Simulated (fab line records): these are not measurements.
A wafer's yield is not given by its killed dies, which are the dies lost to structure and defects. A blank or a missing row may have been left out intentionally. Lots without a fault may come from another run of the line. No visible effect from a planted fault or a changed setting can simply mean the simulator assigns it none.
Split-lot experiment | flow n5Finfet | 7 lots, 21 wafers read, on a route of 1938 steps

## SPLIT DETAILS
At N5_BEOL_M15_TRENCH_ETCH_34 (etches SiO2 in C4F8/O2/Ar, target depth 872.93 nm, time 199 s), the setting biasW was moved away from the recipe's 2040 W on 6 of the 21 wafers read, by -11.3% to +16.8%. All remaining wafers had this setting at the recipe value.

Reading taken at the split's own step.

## THE READING
rfVppV, in V, at N5_BEOL_M15_TRENCH_ETCH_34 (etches SiO2 in C4F8/O2/Ar, target depth 872.93 nm, time 199 s). Typical for fault-free wafers on this fab line: 2254 V, with standard deviation 52 V.

wafer  | tool, chamber at the split | biasW as run, W | against the recipe | rfVppV, V | against lot-mates on the recipe
L081.1 | rieDiel-04, 3              | 2186            | +7.2%              | 2301      | -21
L081.3 | rieDiel-04, 1              | 2040            | recipe             | 2322      | -
L081.6 | rieDiel-04, 1              | 2040            | recipe             | 2322      | -
L086.2 | rieDiel-06, 2              | 2040            | recipe             | 2244      | -
L086.5 | rieDiel-06, 1              | 2040            | recipe             | 2242      | -
L086.6 | rieDiel-06, 0              | 2040            | recipe             | 2196      | -
L087.3 | rieDiel-04, 0              | 2221            | +8.9%              | 2414      | +224
L087.4 | rieDiel-04, 2              | 2040            | recipe             | 2186      | -
L087.5 | rieDiel-04, 3              | 2040            | recipe             | 2194      | -
L093.1 | rieDiel-06, 0              | 2040            | recipe             | 2195      | -
L093.3 | rieDiel-06, 2              | 2040            | recipe             | 2244      | -
L093.4 | rieDiel-06, 1              | 2040            | recipe             | 2243      | -
L094.2 | rieDiel-06, 1              | 1810            | -11.3%             | 2062      | -269
L094.3 | rieDiel-06, 3              | 2040            | recipe             | 2331      | -
L094.4 | rieDiel-06, 0              | 1810            | -11.3%             | 2019      | -312
L095.1 | rieDiel-02, 3              | 2040            | recipe             | 2224      | -
L095.3 | rieDiel-02, 0              | 2040            | recipe             | 2262      | -
L095.4 | rieDiel-02, 2              | 2040            | recipe             | 2198      | -
L097.1 | rieDiel-06, 1              | 2383            | +16.8%             | 2492      | +249
L097.2 | rieDiel-06, 0              | 2383            | +16.8%             | 2444      | +201
L097.4 | rieDiel-06, 2              | 2040            | recipe             | 2243      | -

THE FIT
A straight line over all 21 wafers: rfVppV changes by +15 V for each +1% of biasW; r = +0.91; the points scatter about the line by 47 V.
The same after taking each lot's own level away (the mean of its wafers on the recipe; 21 wafers): +17.3 V for each +1%; r = +0.92; scatter 53 V.
That fit puts the effect of the largest move of biasW on the reading at 2.9e+02 V.
The lots' own levels span 2190.0 to 2331.0 V, that is 2.7 times the standard deviation above.
In other words, the slope is changed by the lot-to-lot level; the two fits disagree.
Check: +283 V against its lot-mates is what the line predicts for one of the wafers moved furthest among these (+16.8%) when that wafer is left out of the fit. Against them it came out at +249 V.
Tool readings at the split's step, against how far the setting was moved: rfVppV r = +0.91.

## OTHER SPLITS APPLIED TO THESE WAFERS
Note: prior to the reading, these wafers also went through further splits. Each is held against what the fit with the lots' levels taken away leaves over:
other split on the same wafers   | wafers away from the commonest value | r with rfVppV (lot level and that fit taken away)
N5_BEOL_M8_HM_DEP_02 targetThkA  | 5                                    | -0.26
N5_BEOL_M9_HM_DEP_02 targetThkA  | 2                                    | -0.08
N5_BEOL_M9_EXPOSE_08 doseMj      | 5                                    | +0.52
N5_BEOL_M10_ETCH_41 sourceW      | 7                                    | -0.31
N5_BEOL_M11_ETCH_41 timeS        | 6                                    | +0.02
N5_BEOL_M14_TRENCH_ETCH_34 biasW | 11                                   | +0.03

## FILE'S OWN FIT
rfVppV changes by +16.5 V for each +1% of biasW, r = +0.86.
